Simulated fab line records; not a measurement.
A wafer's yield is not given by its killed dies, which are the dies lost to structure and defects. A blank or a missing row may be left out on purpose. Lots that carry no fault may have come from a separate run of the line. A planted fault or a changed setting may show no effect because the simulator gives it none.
Split-lot study	flow n5Finfet	21 wafers read across 7 lots, on a route 1938 steps long

SPLIT DETAILS
At N5_BEOL_M6_ILD_DEP_00 (deposits SiCOH lowk from DEMS/porogen, target thk 179.75 nm, time 33.4 s), the setting timeS was moved away from the recipe's 33.4 s on 8 of the 21 wafers read, by -11.0% to +4.9%. This setting was run at the recipe's value on the other wafers.

FROM THE SPLIT TO THE READING: what the file shows between them, 1 step
- N5_BEOL_M6_CURE_74: cures SiCOH lowk, time 240 s

THE READING
At N5_BEOL_M6_THK_MEAS_01: M6_ILD_THK, given in nm. A value of 155.1 nm with a standard deviation of 2 nm is what fault-free wafers of this fab line usually give.

wafer	tool, chamber at the split	timeS as run, s	against the recipe	M6_ILD_THK, nm	against lot-mates on the recipe
L077.1	pecvd-02, 0	33.4	recipe	152.4	-
L077.2	pecvd-02, 1	34.95	+4.6%	161.8	+7.1
L077.5	pecvd-02, 0	33.4	recipe	157.0	-
L078.1	pecvd-01, 1	33.4	recipe	150.3	-
L078.2	pecvd-01, 0	33.4	recipe	154.3	-
L078.4	pecvd-01, 2	33.4	recipe	156.4	-
L079.2	pecvd-04, 1	30.73	-8.0%	137.9	no lot-mate on the recipe
L079.5	pecvd-04, 1,0	30.73	-8.0%	141.2	no lot-mate on the recipe
L079.6	pecvd-04, 1,0	30.73	-8.0%	141.3	no lot-mate on the recipe
L080.3	pecvd-02, 1	33.4	recipe	155.8	-
L080.4	pecvd-02, 1	33.4	recipe	157.0	-
L080.6	pecvd-02, 2	35.05	+4.9%	162.9	+6.5
L085.2	pecvd-01, 0	33.4	recipe	154.2	-
L085.5	pecvd-01, 2	33.4	recipe	156.0	-
L085.6	pecvd-01, 0	29.74	-11.0%	137.6	-17.5
L092.3	pecvd-04, 1	33.4	recipe	154.6	-
L092.4	pecvd-04, 2	33.4	recipe	158.3	-
L092.6	pecvd-04, 1	33.4	recipe	156.1	-
L094.2	pecvd-01, 0	31.13	-6.8%	141.3	-14.7
L094.3	pecvd-01, 2	31.13	-6.8%	143.3	-12.7
L094.6	pecvd-01, 2	33.4	recipe	156.0	-
When a row names more than one chamber, that row covers several wafers, and the file does not tell which wafer ran in which chamber.

FIT RESULTS
A straight line over all 21 wafers: M6_ILD_THK changes by +1.75 nm for each +1% of timeS; r = +0.97; the points scatter about the line by 2 nm.
The same after taking each lot's own level away (the mean of its wafers on the recipe; 18 wafers): +1.7 nm for each +1%; r = +0.96; scatter 1.8 nm.
That fit puts the effect of the largest move of timeS on the reading at 19 nm.
From 153.67 to 156.40 nm: that is the span of the lots' own levels, equal to 1.4 times the standard deviation above.
Consequently the slope shifts little with the lot-to-lot level, the two slopes agreeing.
Check: -20.2 nm against its lot-mates is what the line predicts for one of the wafers moved furthest among these (-11.0%) when that wafer is left out of the fit. Against them it came out at -17.5 nm.

THE OTHER SPLITS THESE WAFERS WENT THROUGH
These wafers also went through other splits before the reading. Each is held against what the fit with the lots' levels taken away leaves over:
other split on the same wafers	wafers away from the commonest value	r with M6_ILD_THK (lot level and that fit taken away)
N5_BEOL_M4_COAT_61 spinRpm	8	+0.02
N5_BEOL_M4_DESCUM_33 timeS	4	+0.42
N5_BEOL_M4_TRENCH_ETCH_37 biasW	8	-0.02
N5_BEOL_M5_TRENCH_ETCH_37 timeS	8	-0.10
N5_BEOL_M5_ETCH_41 sourceW	6	-0.04

THE WHOLE CHAIN: every reading that the file lists as answering this split, in the file's order
step	what it does	reading	change (the file's fit)	r (the file's)
N5_BEOL_M6_ILD_DEP_00	deposits SiCOH lowk from DEMS/porogen, target thk 179.75 nm, time 33.4 s	SiCOH_lowk_of_BEOL_M6_ILD_DEP_00.thkNm (the simulator's own value, which no gauge read)	+1.9 nm for each +1% of the setting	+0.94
N5_BEOL_M6_CURE_74	cures SiCOH lowk, time 240 s	SiCOH_lowk_of_BEOL_M6_ILD_DEP_00.thkNm (the simulator's own value, which no gauge read)	+1.66 nm for each +1% of the setting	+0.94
N5_BEOL_M6_THK_MEAS_01		M6_ILD_THK	+1.65 for each +1% of the setting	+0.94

THE FILE'S OWN FIT
M6_ILD_THK changes by +1.65 nm for each +1% of timeS, r = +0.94.
